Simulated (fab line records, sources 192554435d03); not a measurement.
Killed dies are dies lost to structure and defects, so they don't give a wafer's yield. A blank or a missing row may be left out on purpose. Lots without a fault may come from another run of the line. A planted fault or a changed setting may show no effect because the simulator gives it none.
fab line records | flow n5_finfet
record lots=22 wafers=66 last_day=17
route steps=1938 shown FIN_SAQP@95
lots that met no fault: from a run of the same line without faults
start_h: hours from the record's first day to the start of the lot's first wafer shown | wait_h: hours since the lot's step before | " the same as in the row above | L1.1+2: a row that stands for several wafers | - no value, or no start given | * or withheld: withheld | < > ~ a bound
route shown NAME@n: a module of which the file shows steps, and the number in the route of the first | usual: mean/standard deviation of fault-free wafers | same: alike in all rows | chamber/n: place in a boat | sites: the reading at each site | _std_site: their standard deviation | _edge_site: outer sites' mean less inner sites' | radius_mm: how far each site lies from the wafer's centre | mask NAME#n: copy n | behind: the tool/chamber that last shaped the wafer | hold: why the lot was held/for how many hours/how that ended | device: the transistor (n, p or np) that didn't switch | end of line: the same wafers' tests at the end of the route | a step without rows: its recipe alone | killed: dies lost to structure and defects at the first sort, not the wafer's yield | map: a wafer's dies, x killed, . not, _ none there
set.NAME: the setting as run; set.NAME@STEP: as run at that earlier step | model.NAME: the simulator's own value behind a step, which no gauge read
steps of the route over a sample of lots; a table a step, a row a wafer
services: from which hour (start_h, from the record's first day; less than 0 if before it) a tool's chamber was out of use, for how many hours, and why
## steps
# step N5_FIN_SAQP_DENSIFY_62
# recipe temp_c=700 time_s=60 ambient=N2 idle_temp_c=600 ramp_up_c_per_s=150 ramp_down_c_per_s=60 cool_to_c=600
# usual lamp_power_pct=9.85/0.053 lamp_zone_4_pct=9.838/0.0097 lamp_zone_5_pct=9.846/0.0092 wafer_temp_C_max=703.3/0.63
# columns lot.wafer tool chamber start_h wait_h lamp_power_pct lamp_zone_4_pct lamp_zone_5_pct wafer_temp_C_max
L074.1 rtp_anneal-01 0 21.32 0.1 9.79 9.845 9.843 703.8
L074.2 " 0 " " 9.97 9.831 9.848 703.8
L074.3 " 0 " " 9.76 9.825 9.850 702.7
L075.1 rtp_anneal-02 0 27.24 0.1 9.94 9.825 9.868 703.3
L075.2 " 0 " " 9.80 9.850 9.852 702.9
L075.4 " 0 " " 9.92 9.836 9.844 703.5
L076.1 rtp_anneal-01 0 33.83 0.1 9.74 9.846 9.858 702.9
L076.2 " 0 " " 9.79 9.840 9.845 703.9
L076.4 " 0 " " 9.88 9.828 9.843 703.3
L077.1 rtp_anneal-02 0 38.91 0.1 9.88 9.832 9.848 703.9
L077.5 " 0 " " 9.86 9.829 9.844 702.9
L077.6 " 0 " " 9.87 9.826 9.854 703.2
L078.1 rtp_anneal-02 0 44.85 0.1 9.77 9.830 9.840 704.3
L078.2 " 0 " " 9.88 9.857 9.840 703.1
L078.3 " 0 " " 9.79 9.826 9.850 702.6
L079.1 rtp_anneal-02 0 53.07 0.1 9.93 9.827 9.847 702.2
L079.2 " 0 " " 9.83 9.810 9.822 703.3
L079.3 " 0 " " 9.88 9.843 9.846 702.5
L080.2 rtp_anneal-02 0 57.70 0.1 9.93 9.847 9.831 703.4
L080.5 " 0 " " 9.98 9.836 9.855 704.4
L080.6 " 0 " " 9.80 9.835 9.860 703.2
L081.1 rtp_anneal-01 0 63.39 0.2 9.80 9.836 9.842 703.8
L081.2 " 0 " " 9.81 9.835 9.843 703.3
L081.6 " 0 " " 9.85 9.839 9.839 702.9
L082.2 rtp_anneal-02 0 69.68 0.2 9.81 9.836 9.843 703.7
L082.5 " 0 " " 9.85 9.831 9.847 704.5
L082.6 " 0 " " 9.86 9.850 9.848 704.3
L084.1 rtp_anneal-02 0 82.22 0.1 9.88 9.837 9.862 703.0
L084.3 " 0 " " 9.90 9.834 9.860 703.3
L084.6 " 0 " " 9.78 9.829 9.862 704.5
L085.3 rtp_anneal-01 0 87.99 0.2 9.77 9.832 9.851 704.0
L085.4 " 0 " " 9.89 9.826 9.847 703.9
L085.5 " 0 " " 9.84 9.855 9.839 702.7
L086.2 rtp_anneal-01 0 94.00 0.3 9.77 9.830 9.836 702.3
L086.5 " 0 " " 9.85 9.830 9.854 704.0
L086.6 " 0 " " 9.87 9.858 9.850 702.7
L087.3 rtp_anneal-01 0 100.88 0.3 9.79 9.850 9.859 704.2
L087.5 " 0 " " 9.85 9.825 9.859 703.0
L087.6 " 0 " " 9.91 9.838 9.860 702.5
L088.1 rtp_anneal-02 0 105.56 0.3 9.83 9.838 9.851 703.2
L088.3 " 0 " " 9.85 9.852 9.842 703.2
L088.4 " 0 " " 9.97 9.854 9.834 703.3
L089.1 rtp_anneal-02 0 111.62 0.1 9.89 9.836 9.846 705.3
L089.3 " 0 " " 9.85 9.817 9.850 704.1
L089.6 " 0 " " 9.76 9.864 9.851 703.1
L090.1 rtp_anneal-02 0 118.29 0.1 9.78 9.826 9.847 703.5
L090.3 " 0 " " 9.90 9.839 9.845 702.8
L090.5 " 0 " " 9.81 9.823 9.858 702.4
L091.1 rtp_anneal-02 0 123.56 0.1 9.83 9.842 9.847 702.8
L091.5 " 0 " " 9.77 9.837 9.845 704.2
L091.6 " 0 " " 9.85 9.848 9.835 703.4
L092.1 rtp_anneal-01 0 132.73 0.4 9.79 9.834 9.846 703.2
L092.2 " 0 " " 9.80 9.836 9.842 704.1
L092.3 " 0 " " 9.89 9.846 9.846 702.7
L093.1 rtp_anneal-02 0 136.00 0.3 9.85 9.843 9.838 703.5
L093.2 " 0 " " 9.72 9.825 9.839 703.8
L093.4 " 0 " " 9.82 9.844 9.831 703.2
L095.1 rtp_anneal-01 0 146.93 0.2 9.90 9.837 9.849 703.9
L095.4 " 0 " " 9.75 9.826 9.850 702.5
L095.6 " 0 " " 9.88 9.837 9.840 702.8
L096.2 rtp_anneal-01 0 153.65 0.2 9.90 9.817 9.845 704.0
L096.4 " 0 " " 9.85 9.837 9.851 702.4
L096.6 " 0 " " 9.82 9.842 9.831 702.6
L097.3 rtp_anneal-02 0 159.15 0.2 9.82 9.834 9.838 703.3
L097.4 " 0 " " 9.89 9.849 9.854 703.4
L097.5 " 0 " " 9.88 9.834 9.856 704.5
# step N5_FIN_SAQP_INSPECT_18
# recipe mode=adi inspect_instrument=brightfield
# usual raw_defect_count=427/120
# columns lot.wafer tool chamber start_h wait_h raw_defect_count
L074.1 defect_inspect-01 - 22.39 0.0 352
L074.2 " - " " 354
L074.3 " - " " 326
L075.1 defect_inspect-02 - 28.17 0.0 278
L075.2 " - " " 440
L075.4 " - " " 249
L076.1 defect_inspect-02 - 34.89 0.0 383
L076.2 " - " " 307
L076.4 " - " " 401
L077.1 defect_inspect-01 - 39.84 0.0 401
L077.5 " - " " 426
L077.6 " - " " 406
L078.1 defect_inspect-02 - 45.79 0.0 371
L078.2 " - " " 359
L078.3 " - " " 417
L079.1 defect_inspect-01 - 54.10 0.0 562
L079.2 " - " " 436
L079.3 " - " " 580
L080.2 defect_inspect-02 - 58.73 0.0 284
L080.5 " - " " 235
L080.6 " - " " 318
L081.1 defect_inspect-02 - 64.45 0.0 436
L081.2 " - " " 568
L081.6 " - " " 533
L082.2 defect_inspect-02 - 70.70 0.0 336
L082.5 " - " " 540
L082.6 " - " " 609
L084.1 defect_inspect-02 - 83.32 0.0 563
L084.3 " - " " 770
L084.6 " - " " 613
L085.3 defect_inspect-02 - 88.99 0.0 411
L085.4 " - " " 321
L085.5 " - " " 316
L086.2 defect_inspect-02 - 95.21 0.0 507
L086.5 " - " " 479
L086.6 " - " " 456
L087.3 defect_inspect-02 - 101.90 0.0 635
L087.5 " - " " 544
L087.6 " - " " 689
L088.1 defect_inspect-02 - 106.63 0.0 682
L088.3 " - " " 384
L088.4 " - " " 318
L089.1 defect_inspect-01 - 112.68 0.0 459
L089.3 " - " " 383
L089.6 " - " " 405
L090.1 defect_inspect-02 - 119.35 0.0 398
L090.3 " - " " 487
L090.5 " - " " 361
L091.1 defect_inspect-02 - 124.49 0.0 375
L091.5 " - " " 267
L091.6 " - " " 432
L092.1 defect_inspect-02 - 133.79 0.0 416
L092.2 " - " " 532
L092.3 " - " " 387
L093.1 defect_inspect-02 - 137.06 0.0 444
L093.2 " - " " 325
L093.4 " - " " 319
L095.1 defect_inspect-01 - 148.00 0.0 392
L095.4 " - " " 279
L095.6 " - " " 376
L096.2 defect_inspect-02 - 154.69 0.0 391
L096.4 " - " " 291
L096.6 " - " " 221
L097.3 defect_inspect-01 - 160.02 0.0 397
L097.4 " - " " 449
L097.5 " - " " 579
# step N5_FIN_SAQP_DESCUM_21
# recipe chemistry=O2 time_s=7.9 source_power_w=50 bias_power_w=20 pressure_mtorr=20 rf_frequency_hz=2.712e+07 temp_c=40 resist=CAR-ArF o2_flow_sccm=225
# usual drypump_motor_current_A=5.7/0.51 oes_product_au=0.73/0.041 rf_vpp_V=243.0/1.3 showerhead_plenum_p_Torr=2.09/0.07 throttle_valve_pct=20.50/0.24
# columns lot.wafer tool chamber start_h wait_h drypump_motor_current_A oes_product_au rf_hours_counter_h rf_vpp_V showerhead_plenum_p_Torr throttle_valve_pct
L074.1 rie_diel-04 1 22.43 0.0 5.6 0.75 160 242.7 2.09 20.31
L074.2 " 3 " " 5.6 0.79 127 242.1 2.01 20.08
L074.3 " 0 " " 5.6 0.74 182 242.9 2.09 20.78
L075.1 rie_diel-06 2 28.20 0.0 5.4 0.72 209 243.9 2.07 20.57
L075.2 " 3 " " 6.8 0.78 121 244.7 2.20 20.51
L075.4 " 0 " " 5.5 0.80 92 245.3 2.20 20.48
L076.1 rie_diel-01 2 34.92 0.0 5.5 0.76 117 245.9 2.10 20.16
L076.2 " 1 " " 4.9 0.70 222 241.9 2.06 20.38
L076.4 " 0 " " 5.3 0.71 - 244.4 2.17 20.93
L077.1 rie_diel-06 0 39.88 0.0 5.5 0.79 95 245.4 2.20 20.47
L077.5 " 3 " " 6.8 0.79 - 245.4 2.20 20.51
L077.6 " 0 " " 5.5 0.80 - 244.0 2.20 20.49
L078.1 rie_diel-06 2 46.04 0.2 5.4 0.72 215 242.6 2.07 20.57
L078.2 " 1 " " 5.3 0.72 185 242.8 2.07 20.35
L078.3 " 0 " " 5.5 0.80 97 244.9 2.20 20.49
L079.1 rie_diel-04 0 54.48 0.4 5.6 0.73 193 244.4 2.09 20.81
L079.2 " 3 " " 5.7 0.79 138 242.9 2.01 20.10
L079.3 " 2 " " 6.5 0.71 216 241.2 1.98 20.63
L080.2 rie_diel-01 0 58.76 0.0 5.3 0.70 223 244.0 2.16 20.95
L080.5 " 1 " " 4.8 0.69 - 241.6 2.05 20.40
L080.6 " 0 " " 5.4 0.69 - 243.0 2.16 20.94
L081.1 rie_diel-04 3 64.48 0.0 5.6 0.78 142 242.1 2.00 20.12
L081.2 " 0 " " 5.6 0.73 197 242.6 2.08 20.82
L081.6 " 2 " " 6.5 0.71 - 241.4 1.98 20.64
L082.2 rie_diel-01 1 71.07 0.4 4.8 0.68 237 242.9 2.05 20.41
L082.5 " 3 " " 5.8 0.67 - 244.2 2.15 20.71
L082.6 " 0 " " 5.3 0.69 - 243.5 2.16 20.97
L084.1 rie_diel-04 3 83.36 0.0 5.6 0.77 150 241.4 2.00 20.15
L084.3 " 1 " " 5.6 0.72 178 243.8 2.08 20.34
L084.6 " 0 " " 5.6 0.72 - 242.8 2.08 20.83
L085.3 rie_diel-04 0 89.40 0.4 5.6 0.72 206 243.6 2.08 20.84
L085.4 " 2 " " 6.5 0.70 232 241.0 1.97 20.67
L085.5 " 1 " " 5.6 0.72 - 243.5 2.08 20.34
L086.2 rie_diel-01 2 95.24 0.0 5.5 0.75 142 244.2 2.09 20.22
L086.5 " 0 " " 5.3 0.69 - 244.9 2.16 20.95
L086.6 " 1 " " 4.8 0.68 - 242.1 2.05 20.41
L087.3 rie_diel-01 1 101.93 0.0 4.9 0.67 248 243.3 2.05 20.40
L087.5 " 2 " " 5.5 0.75 - 243.6 2.09 20.21
L087.6 " 1 " " 4.9 0.67 - 242.7 2.05 20.39
L088.1 rie_diel-06 3 106.76 0.1 6.8 0.76 145 243.6 2.19 20.53
L088.3 " 2 " " 5.4 0.70 235 242.0 2.06 20.60
L088.4 " 0 " " 5.5 0.77 116 244.1 2.19 20.53
L089.1 rie_diel-04 1 112.71 0.0 5.6 0.71 188 242.6 2.08 20.35
L089.3 " 3 " " 5.6 0.76 161 240.8 2.00 20.13
L089.6 " 3 " " 5.6 0.76 - 243.4 2.00 20.14
L090.1 rie_diel-04 3 119.38 0.0 5.6 0.76 165 240.7 2.00 20.13
L090.3 " 2 " " 6.5 0.69 244 241.4 1.97 20.67
L090.5 " 3 " " 5.6 0.76 - 241.7 2.00 20.13
L091.1 rie_diel-04 3 124.53 0.0 5.6 0.75 167 242.5 2.00 20.15
L091.5 " 1 " " 5.6 0.70 - 243.6 2.08 20.36
L091.6 " 2 " " 6.5 0.68 - 242.2 1.97 20.68
L092.1 rie_diel-04 1 133.82 0.0 5.6 0.70 197 243.5 2.07 20.35
L092.2 " 2 " " 6.5 0.68 249 242.1 1.97 20.70
L092.3 " 3 " " 5.7 0.76 170 242.1 1.99 20.14
L093.1 rie_diel-06 1 137.09 0.0 5.4 0.70 214 242.2 2.06 20.41
L093.2 " 3 " " 6.8 0.76 157 244.5 2.19 20.58
L093.4 " 0 " " 5.5 0.77 125 244.5 2.19 20.53
L095.1 rie_diel-06 0 148.27 0.3 5.6 0.76 128 245.5 2.18 20.55
L095.4 " 3 " " 6.8 0.76 159 243.6 2.19 20.56
L095.6 " 0 " " 5.5 0.76 - 244.3 2.18 20.54
L096.2 rie_diel-06 1 155.08 0.4 5.3 0.69 220 242.3 2.06 20.42
L096.4 " 1 " " 5.3 0.69 - 243.0 2.06 20.41
L096.6 " 3 " " 6.8 0.74 - 244.9 2.18 20.56
L097.3 rie_diel-06 3 160.05 0.0 6.8 0.75 165 243.3 2.18 20.56
L097.4 " 1 " " 5.3 0.70 - 242.3 2.06 20.41
L097.5 " 0 " " 5.5 0.76 - 243.9 2.18 20.54
# step N5_FIN_SAQP_ETCH_69
# recipe chemistry=N2/H2 target=SOC target_depth_a=1500 stop_on=SiNx ion_energy_ev=100 bias_w=61 pressure_mtorr=30 source_w=850 n2_flow_sccm=200 h2_flow_sccm=200
# usual drypump_motor_current_A=5.6/0.51 oes_product_au=0.74/0.074 rf_vpp_V=240.5/1.2 showerhead_plenum_p_Torr=2.53/0.074 throttle_valve_pct=17.90/0.24
# columns lot.wafer tool chamber start_h wait_h drypump_motor_current_A oes_product_au rf_hours_counter_h rf_vpp_V showerhead_plenum_p_Torr throttle_valve_pct
L074.1 rie_diel-01 1 25.37 - 4.9 0.69 218 240.0 2.51 17.86
L074.2 " 3 " " 5.8 0.67 243 240.8 2.62 18.05
L074.3 " 0 " " 5.4 0.71 209 241.5 2.64 18.33
L075.1 rie_diel-01 0 30.93 - 5.4 0.70 211 243.8 2.64 18.32
L075.2 " 2 " " 5.5 0.77 116 240.7 2.56 17.62
L075.4 " 1 " " 4.8 0.69 - 241.0 2.51 17.86
L076.1 rie_diel-01 2 39.18 - 5.5 0.77 118 239.8 2.56 17.62
L076.2 " 1 " " 4.8 0.69 223 240.2 2.51 17.86
L076.4 " 0 " " 5.4 0.70 - 241.7 2.63 18.34
L077.1 rie_diel-01 2 43.30 - 5.5 0.77 120 240.0 2.55 17.62
L077.5 " 1 " " 4.9 0.69 - 239.5 2.51 17.87
L077.6 " 0 " " 5.4 0.70 - 241.3 2.63 18.35
L078.1 rie_diel-04 1 49.84 - 5.6 0.72 169 241.5 2.54 17.85
L078.2 " 2 " " 6.5 0.71 215 240.7 2.42 18.17
L078.3 " 3 " " 5.7 0.77 136 241.1 2.44 17.54
L079.1 rie_diel-04 2 57.28 - 6.5 0.70 218 239.2 2.42 18.17
L079.2 " 0 " " 5.6 0.72 194 241.0 2.53 18.17
L079.3 " 1 " " 5.6 0.72 172 240.3 2.54 17.86
L080.2 rie_diel-04 2 61.56 - 6.5 0.70 220 237.2 2.42 18.19
L080.5 " 2 " " 6.5 0.70 - 239.6 2.42 18.17
L080.6 " 3 " " 5.7 0.77 - 239.1 2.44 17.54
L081.1 rie_diel-06 3 67.30 - 6.8 0.76 133 242.8 2.66 17.75
L081.2 " 2 " " 5.4 0.71 222 242.1 2.51 17.98
L081.6 " 3 " " 6.8 0.77 - 241.7 2.66 17.75
L082.2 rie_diel-06 3 73.81 - 6.8 0.76 135 243.0 2.66 17.74
L082.5 " 1 " " 5.4 0.71 - 242.1 2.52 17.83
L082.6 " 0 " " 5.5 0.78 - 242.4 2.67 17.87
L084.1 rie_diel-06 3 86.18 - 6.8 0.77 138 242.1 2.65 17.76
L084.3 " 2 " " 5.4 0.70 227 239.8 2.51 17.97
L084.6 " 2 " " 5.4 0.71 - 240.9 2.51 17.98
L085.3 rie_diel-04 3 92.22 - 5.6 0.76 154 239.1 2.43 17.56
L085.4 " 2 " " 6.5 0.69 234 238.6 2.41 18.20
L085.5 " 2 " " 6.5 0.69 - 239.9 2.41 18.20
L086.2 rie_diel-04 3 99.37 - 5.6 0.76 157 240.0 2.43 17.56
L086.5 " 1 " " 5.6 0.71 - 241.0 2.53 17.90
L086.6 " 2 " " 6.6 0.69 - 238.6 2.41 18.20
L087.3 rie_diel-01 1 105.10 - 4.9 0.67 249 241.0 2.50 17.91
L087.5 " 1 " " 4.9 0.66 - 240.1 2.50 17.93
L087.6 " 2 " " 5.5 0.74 - 240.1 2.54 17.66
L088.1 rie_diel-04 2 109.97 - 6.5 0.69 240 239.2 2.41 18.21
L088.3 " 1 " " 5.6 0.71 187 239.3 2.53 17.90
L088.4 " 3 " " 5.6 0.76 161 239.7 2.43 17.57
L089.1 rie_diel-04 2 115.86 - 6.6 0.69 242 238.4 2.41 18.22
L089.3 " 1 " " 5.6 0.71 190 240.1 2.53 17.90
L089.6 " 2 " " 6.5 0.69 - 239.9 2.41 18.22
L090.1 rie_diel-06 3 122.41 - 6.8 0.75 150 242.9 2.65 17.76
L090.3 " 2 " " 5.4 0.70 241 241.0 2.51 17.98
L090.5 " 2 " " 5.3 0.70 - 240.8 2.51 18.00
L091.1 rie_diel-04 1 127.50 - 5.6 0.70 194 240.5 2.53 17.89
L091.5 " 0 " " 5.6 0.70 - 240.7 2.52 18.24
L091.6 " 1 " " 5.6 0.71 - 239.5 2.53 17.91
L092.1 rie_diel-04 0 137.20 - 5.6 0.70 225 239.6 2.52 18.24
L092.2 " 3 " " 5.6 0.74 172 238.9 2.42 17.61
L092.3 " 1 " " 5.6 0.70 199 241.4 2.52 17.91
L093.1 rie_diel-06 0 139.97 - 5.5 0.76 127 242.1 2.66 17.91
L093.2 " 1 " " 5.3 0.69 215 240.0 2.51 17.87
L093.4 " 2 " " 5.4 0.69 248 240.4 2.50 18.03
L095.1 rie_diel-01 2 151.92 - 5.5 0.73 166 240.4 2.53 17.69
L095.4 " 1 " " 4.9 0.92 12 239.9 2.49 17.48
L095.6 " 3 " " 5.8 0.91 - 241.4 2.61 17.65
L096.2 rie_diel-01 3 157.82 - 5.8 0.90 26 241.9 2.60 17.67
L096.4 " 2 " " 5.5 0.73 169 239.4 2.53 17.70
L096.6 " 0 " " 5.4 0.96 - 242.0 2.62 17.98
L097.3 rie_diel-01 2 162.79 - 5.5 0.73 170 241.2 2.53 17.72
L097.4 " 1 " " 4.8 0.91 - 239.0 2.49 17.49
L097.5 " 2 " " 5.5 0.73 - 239.7 2.53 17.70
# step N5_FIN_SAQP_ETCH_67
# recipe chemistry=CH3F/O2 target=SiNx target_depth_a=300 mask_material=SOC pressure_mtorr=30 source_w=395 bias_w=73 Ar_flow_sccm=150 CH3F_flow_sccm=30 O2_flow_sccm=20 ion_energy_ev=120
# usual drypump_motor_current_A=5.6/0.51 oes_product_au=0.75/0.076 rf_vpp_V=295.1/2.1 showerhead_plenum_p_Torr=1.99/0.057 throttle_valve_pct=16.44/0.24
# columns lot.wafer tool chamber start_h wait_h drypump_motor_current_A oes_product_au rf_hours_counter_h rf_vpp_V showerhead_plenum_p_Torr throttle_valve_pct
L074.1 rie_diel-01 1 25.43 0.0 4.8 0.69 218 293.7 1.98 16.41
L074.2 " 3 " " 5.8 0.68 243 294.2 2.05 16.60
L074.3 " 0 " " 5.3 0.71 209 295.4 2.07 16.85
L075.1 rie_diel-01 0 30.99 0.0 5.4 0.71 211 296.0 2.07 16.84
L075.2 " 2 " " 5.5 0.78 116 297.0 2.02 16.18
L075.4 " 1 " " 4.9 0.70 - 293.2 1.98 16.40
L076.1 rie_diel-01 2 39.24 0.0 5.5 0.77 118 298.6 2.02 16.18
L076.2 " 1 " " 4.9 0.70 223 291.7 1.98 16.40
L076.4 " 0 " " 5.3 0.71 - 297.0 2.07 16.84
L077.1 rie_diel-01 2 43.36 0.0 5.5 0.77 120 297.0 2.02 16.18
L077.5 " 1 " " 4.9 0.68 - 292.9 1.98 16.40
L077.6 " 0 " " 5.4 0.71 - 296.3 2.07 16.86
L078.1 rie_diel-04 1 49.90 0.0 5.6 0.73 169 297.8 1.99 16.25
L078.2 " 2 " " 6.5 0.71 215 292.9 1.90 16.64
L078.3 " 3 " " 5.6 0.79 136 296.6 1.92 16.06
L079.1 rie_diel-04 2 57.34 0.0 6.5 0.70 218 293.1 1.90 16.66
L079.2 " 0 " " 5.6 0.73 194 294.0 2.00 16.76
L079.3 " 1 " " 5.6 0.72 172 296.3 1.99 16.27
L080.2 rie_diel-04 2 61.62 0.0 6.5 0.71 220 292.5 1.90 16.65
L080.5 " 2 " " 6.5 0.71 - 292.7 1.90 16.65
L080.6 " 3 " " 5.6 0.78 - 297.5 1.92 16.06
L081.1 rie_diel-06 3 67.36 0.0 6.8 0.77 133 295.3 2.09 16.38
L081.2 " 2 " " 5.4 0.72 222 295.1 1.98 16.60
L081.6 " 3 " " 6.8 0.77 - 295.6 2.09 16.37
L082.2 rie_diel-06 3 73.87 0.0 6.8 0.78 135 294.9 2.09 16.39
L082.5 " 1 " " 5.3 0.71 - 289.4 1.98 16.40
L082.6 " 0 " " 5.5 0.78 - 296.3 2.09 16.42
L084.1 rie_diel-06 3 86.24 0.0 6.8 0.77 138 295.9 2.08 16.39
L084.3 " 2 " " 5.4 0.71 227 294.9 1.98 16.62
L084.6 " 2 " " 5.4 0.71 - 293.7 1.98 16.63
L085.3 rie_diel-04 3 92.28 0.0 5.6 0.77 154 297.9 1.91 16.11
L085.4 " 2 " " 6.5 0.69 234 293.1 1.90 16.69
L085.5 " 2 " " 6.5 0.69 - 293.5 1.90 16.69
L086.2 rie_diel-04 3 99.43 0.0 5.6 0.76 157 297.4 1.91 16.11
L086.5 " 1 " " 5.6 0.72 - 296.0 1.98 16.28
L086.6 " 2 " " 6.5 0.69 - 292.4 1.90 16.69
L087.3 rie_diel-01 1 105.16 0.0 4.8 0.67 249 293.3 1.97 16.46
L087.5 " 1 " " 4.9 0.68 - 292.4 1.97 16.45
L087.6 " 2 " " 5.5 0.76 - 296.8 2.01 16.26
L088.1 rie_diel-04 2 110.03 0.0 6.5 0.69 240 292.7 1.89 16.70
L088.3 " 1 " " 5.6 0.72 187 296.3 1.98 16.29
L088.4 " 3 " " 5.6 0.77 161 297.4 1.91 16.12
L089.1 rie_diel-04 2 115.92 0.0 6.5 0.69 242 292.6 1.89 16.71
L089.3 " 1 " " 5.6 0.72 190 297.8 1.98 16.29
L089.6 " 2 " " 6.5 0.69 - 291.9 1.89 16.72
L090.1 rie_diel-06 3 122.47 0.0 6.8 0.77 150 296.3 2.08 16.42
L090.3 " 2 " " 5.3 0.70 241 294.7 1.98 16.65
L090.5 " 2 " " 5.3 0.71 - 293.1 1.98 16.64
L091.1 rie_diel-04 1 127.56 0.0 5.6 0.70 194 297.1 1.98 16.32
L091.5 " 0 " " 5.6 0.71 - 294.6 1.99 16.82
L091.6 " 1 " " 5.6 0.71 - 298.2 1.98 16.30
L092.1 rie_diel-04 0 137.26 0.0 5.6 0.70 225 295.0 1.99 16.79
L092.2 " 3 " " 5.6 0.76 172 295.8 1.91 16.13
L092.3 " 1 " " 5.6 0.71 199 296.8 1.98 16.32
L093.1 rie_diel-06 0 140.03 0.0 5.5 0.76 127 299.6 2.09 16.47
L093.2 " 1 " " 5.4 0.69 215 291.9 1.98 16.43
L093.4 " 2 " " 5.4 0.69 248 293.5 1.97 16.65
L095.1 rie_diel-01 2 151.98 0.0 5.5 0.74 166 296.7 2.00 16.28
L095.4 " 1 " " 4.9 0.94 12 294.1 1.96 16.01
L095.6 " 3 " " 5.8 0.92 - 293.6 2.04 16.17
L096.2 rie_diel-01 3 157.88 0.0 5.8 0.90 26 295.7 2.04 16.19
L096.4 " 2 " " 5.5 0.73 169 298.1 2.00 16.28
L096.6 " 0 " " 5.4 0.98 - 297.6 2.05 16.45
L097.3 rie_diel-01 2 162.85 0.0 5.5 0.73 170 295.7 2.00 16.28
L097.4 " 1 " " 4.8 0.93 - 291.2 1.96 16.02
L097.5 " 2 " " 5.5 0.73 - 296.8 2.00 16.28
# step N5_FIN_SAQP_RECESS_71
# recipe chemistry=HF/NH3 target=SiO2 target_depth_a=30 afs_cycles=1 temp_c=30 sublimation_temp_c=180 sublimation_time_s=60
# usual drypump_motor_current_A=5.8/0.36 foreline_p_Torr=0.1279/0.0005 sublimation_temp_c=180.02/0.14
# columns lot.wafer tool chamber start_h wait_h drypump_motor_current_A foreline_p_Torr sublimation_temp_c
L074.1 vapor_etch-02 0 25.53 0.0 5.6 0.1281 180.12
L074.2 " 1 " " 5.4 0.1281 180.11
L074.3 " 0 " " 5.6 0.1274 180.04
L075.1 vapor_etch-02 0 31.10 0.0 5.6 0.1278 179.75
L075.2 " 1 " " 5.4 0.1284 180.03
L075.4 " 0 " " 5.6 0.1289 180.10
L076.1 vapor_etch-02 0 39.35 0.0 5.6 0.1278 180.02
L076.2 " 1 " " 5.4 0.1282 180.01
L076.4 " 0 " " 5.6 0.1273 180.02
L077.1 vapor_etch-01 0 43.46 0.0 6.4 0.1279 180.13
L077.5 " 1 " " 5.7 0.1276 180.24
L077.6 " 0 " " 6.4 0.1276 179.85
L078.1 vapor_etch-02 1 50.01 0.1 5.4 0.1281 180.02
L078.2 " 0 " " 5.6 0.1268 179.90
L078.3 " 1 " " 5.4 0.1281 180.08
L079.1 vapor_etch-01 0 57.45 0.0 6.3 0.1282 180.24
L079.2 " 1 " " 5.7 0.1282 179.80
L079.3 " 0 " " 6.3 0.1286 180.43
L080.2 vapor_etch-01 0 61.72 0.0 6.4 0.1286 179.94
L080.5 " 1 " " 5.7 0.1282 179.99
L080.6 " 0 " " 6.4 0.1281 180.09
L081.1 vapor_etch-01 1 67.46 0.0 5.7 0.1278 180.16
L081.2 " 0 " " 6.4 0.1273 180.19
L081.6 " 1 " " 5.6 0.1275 179.88
L082.2 vapor_etch-02 0 73.97 0.0 5.6 0.1279 180.24
L082.5 " 0 " " 5.6 0.1272 180.05
L082.6 " 1 " " 5.4 0.1281 179.92
L084.1 vapor_etch-02 1 86.34 0.0 5.4 0.1280 180.11
L084.3 " 0 " " 5.6 0.1283 179.91
L084.6 " 1 " " 5.4 0.1283 180.00
L085.3 vapor_etch-01 0 92.42 0.1 6.4 0.1273 179.94
L085.4 " 1 " " 5.6 0.1274 179.82
L085.5 " 1 " " 5.6 0.1276 179.91
L086.2 vapor_etch-01 0 99.53 0.0 6.4 0.1278 180.05
L086.5 " 0 " " 6.3 0.1278 180.22
L086.6 " 1 " " 5.7 0.1279 179.90
L087.3 vapor_etch-01 1 105.30 0.1 5.6 0.1276 180.04
L087.5 " 0 " " 6.4 0.1269 180.00
L087.6 " 1 " " 5.6 0.1276 180.00
L088.1 vapor_etch-02 0 110.13 0.0 5.6 0.1268 179.81
L088.3 " 0 " " 5.6 0.1285 180.03
L088.4 " 1 " " 5.4 0.1284 180.05
L089.1 vapor_etch-02 0 116.02 0.0 5.5 0.1282 179.95
L089.3 " 1 " " 5.4 0.1285 179.97
L089.6 " 0 " " 5.6 0.1274 179.96
L090.1 vapor_etch-01 1 122.57 0.0 5.7 0.1277 180.10
L090.3 " 1 " " 5.7 0.1282 180.02
L090.5 " 0 " " 6.3 0.1290 179.67
L091.1 vapor_etch-02 0 127.66 0.0 5.6 0.1275 180.00
L091.5 " 0 " " 5.6 0.1270 179.99
L091.6 " 1 " " 5.4 0.1277 179.94
L092.1 vapor_etch-01 0 137.36 0.0 6.4 0.1288 179.74
L092.2 " 1 " " 5.6 0.1276 180.02
L092.3 " 0 " " 6.4 0.1282 179.82
L093.1 vapor_etch-02 1 140.13 0.0 5.4 0.1281 179.77
L093.2 " 0 " " 5.6 0.1269 180.05
L093.4 " 1 " " 5.4 0.1279 179.96
L095.1 vapor_etch-02 0 152.08 0.0 5.6 0.1282 180.18
L095.4 " 1 " " 5.4 0.1277 180.11
L095.6 " 0 " " 5.6 0.1269 180.06
L096.2 vapor_etch-01 1 157.98 0.0 5.7 0.1277 180.07
L096.4 " 0 " " 6.4 0.1280 180.20
L096.6 " 1 " " 5.6 0.1280 180.24
L097.3 vapor_etch-01 1 162.99 0.1 5.6 0.1276 180.06
L097.4 " 0 " " 6.4 0.1277 179.71
L097.5 " 1 " " 5.6 0.1283 180.03
## services
# columns tool chamber start_h hours kind
rtp_anneal-02 - -2.36 6.0 pm
rie_diel-01 0 1.75 8.3 repair
rie_diel-01 3 29.60 32.2 repair
rie_diel-04 1 57.67 9.6 repair
rie_diel-01 3 80.03 - clean
rie_diel-01 3 80.03 - consumable_replace:focus_ring
rie_diel-01 3 80.03 17.7 scheduled_down
rie_diel-01 3 80.03 17.7 vent_cycle
rie_diel-01 1 86.89 2.2 repair
rie_diel-06 3 95.74 5.3 repair
rie_diel-06 1 102.17 2.4 repair
rie_diel-01 - 104.58 0.5 repair
rie_diel-01 1 107.44 - clean
rie_diel-01 1 107.44 - consumable_replace:focus_ring
rie_diel-01 1 107.44 16.2 scheduled_down
rie_diel-01 1 107.44 16.2 vent_cycle
rie_diel-06 0 118.56 6.0 repair
rie_diel-01 0 128.57 - clean
rie_diel-01 0 128.57 - consumable_replace:focus_ring
rie_diel-04 2 135.03 - clean
rie_diel-04 2 135.03 - consumable_replace:focus_ring
rie_diel-04 2 135.03 - consumable_replace:showerhead
rie_diel-04 2 135.03 19.1 scheduled_down
rie_diel-04 2 135.03 19.1 vent_cycle
## key
fault none
